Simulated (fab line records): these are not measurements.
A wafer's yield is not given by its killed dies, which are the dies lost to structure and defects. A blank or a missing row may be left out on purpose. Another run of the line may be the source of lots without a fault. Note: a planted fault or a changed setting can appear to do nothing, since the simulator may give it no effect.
What tool caused it?    flow nand-harc    36 wafers from 12 lots sampled at 6 of the route's 1302 steps

== WHAT THE GAUGES SHOWED, per wafer ==
NHARC_A_SOURCE_PLATE_INSPECT_08.
lot   measured      on                 raw-defect-count
L075  day 8 00:41   defect-inspect-01  18 42 31
L077  day 8 19:11   defect-inspect-01  25 56 42
L079  day 9 22:31   defect-inspect-02  50 46 64
L081  day 10 17:05  defect-inspect-01  69 80 47
L083  day 11 14:30  defect-inspect-01  105 73 65
L085  day 12 06:04  defect-inspect-01  32 50 86
L087  day 12 23:53  defect-inspect-01  45 56 44
L089  day 13 18:33  defect-inspect-01  80 56 96
L091  day 14 18:15  defect-inspect-01  34 59 58
L093  day 15 07:19  defect-inspect-02  43 38 86
L095  day 16 04:49  defect-inspect-02  65 52 84
L097  day 17 09:30  defect-inspect-01  43 64 65

== EACH LOT AND THE TOOL THAT RAN IT (in order: tool; ch and the chambers of the sampled wafers; start) ==
lot   NHARC_P_M0_ANNEAL_30              NHARC_P_M1_DESCUM_14                NHARC_P_M2_DESCUM_14                NHARC_P_M2_PVD_20                        NHARC_P_BONDPAD_DESCUM_11
L075  rtp-anneal-01 ch 0, day 6 14:26   rie-diel-03 ch 0,1,2, day 6 16:42   rie-diel-12 ch 0,1,3, day 6 20:45   pvd-sputter-01, day 7 01:39 or earlier   rie-diel-10 ch 2,3, day 7 01:39
L077  rtp-anneal-02 ch 0, day 7 09:25   rie-diel-09 ch 1,2,3, day 7 11:45   rie-diel-13 ch 2,3, day 7 15:59     pvd-sputter-01, day 7 20:36 or earlier   rie-diel-10 ch 0,1,3, day 7 20:36
L079  rtp-anneal-02 ch 0, day 8 09:52   rie-diel-03 ch 1,2,3, day 8 12:10   rie-diel-13 ch 1,3, day 8 16:10     pvd-sputter-01, day 8 20:45 or earlier   rie-diel-04 ch 0,1,3, day 8 20:45
L081  rtp-anneal-01 ch 0, day 8 22:45   rie-diel-03 ch 0,1, day 9 01:14     rie-diel-02 ch 0,1,2, day 9 05:25   pvd-sputter-02, day 9 09:59 or earlier   rie-diel-10 ch 1,2, day 9 09:59
L083  rtp-anneal-01 ch 0, day 10 00:17  rie-diel-03 ch 0,2,3, day 10 02:34  rie-diel-12 ch 0,2,3, day 10 06:56  pvd-sputter-03, day 10 11:28 or earlier  rie-diel-04 ch 0,2,3, day 10 11:28
L085  rtp-anneal-01 ch 0, day 10 16:52  rie-diel-07 ch 0,2,3, day 10 19:31  rie-diel-12 ch 0,1,2, day 10 23:31  pvd-sputter-03, day 11 04:16 or earlier  rie-diel-01 ch 2,3, day 11 04:16
L087  rtp-anneal-01 ch 0, day 11 11:28  rie-diel-09 ch 0,1,3, day 11 13:47  rie-diel-13 ch 0,1, day 11 17:56    pvd-sputter-02, day 11 22:33 or earlier  rie-diel-10 ch 0,1,3, day 11 22:33
L089  rtp-anneal-02 ch 0, day 12 07:16  rie-diel-03 ch 0,1,3, day 12 09:38  rie-diel-12 ch 0,1,3, day 12 14:08  pvd-sputter-03, day 12 18:42 or earlier  rie-diel-10 ch 0,1,2, day 12 18:42
L091  rtp-anneal-01 ch 0, day 13 05:51  rie-diel-03 ch 0,2,3, day 13 08:04  rie-diel-12 ch 0,1,2, day 13 12:25  pvd-sputter-03, day 13 16:51 or earlier  rie-diel-10 ch 0,2,3, day 13 16:51
L093  rtp-anneal-02 ch 0, day 13 21:19  rie-diel-03 ch 0,1, day 13 23:34    rie-diel-02 ch 1,2, day 14 03:56    pvd-sputter-01, day 14 08:29 or earlier  rie-diel-10 ch 0,3, day 14 08:29
L095  rtp-anneal-01 ch 0, day 14 16:45  rie-diel-09 ch 1,2,3, day 14 19:17  rie-diel-12 ch 0,1,2, day 14 23:36  pvd-sputter-02, day 15 04:09 or earlier  rie-diel-10 ch 1,2,3, day 15 04:09
L097  rtp-anneal-02 ch 0, day 15 21:29  rie-diel-09 ch 0,1, day 15 23:40    rie-diel-13 ch 1,3, day 16 03:51    pvd-sputter-01, day 16 08:27 or earlier  rie-diel-01 ch 1,3, day 16 08:27
- NHARC_P_M0_ANNEAL_30: time 90 s.
- NHARC_P_M1_DESCUM_14: chemistry O2, time 3 s.
- NHARC_P_M2_DESCUM_14: chemistry O2, time 3 s.
- NHARC_P_M2_PVD_20: deposits TaN, target thk 5 nm, time 8.06 s.
- NHARC_P_BONDPAD_DESCUM_11: chemistry O2, time 3 s.

== THE ANSWER, worked out from the rows above alone ==
Rule: usual is defined by the lots themselves. The widest of any qualifying gaps counts: lots, ordered by their means at a reading, are off when they make up no more than a third of the lots, leave a main group of 4 or more, and stand apart from it by 3 or more times the standard deviation of that group's means. If all means in a main group match to the digits the tables above print for the reading, that group is not used. Also off: a lot with no number at a reading for which 4 or more lots have one. The other lots that the step has rows for count as sound.
None of the lots is off at any reading shown; this tells nothing.

== WHAT WAS PUT IN BY THE SIMULATOR ==
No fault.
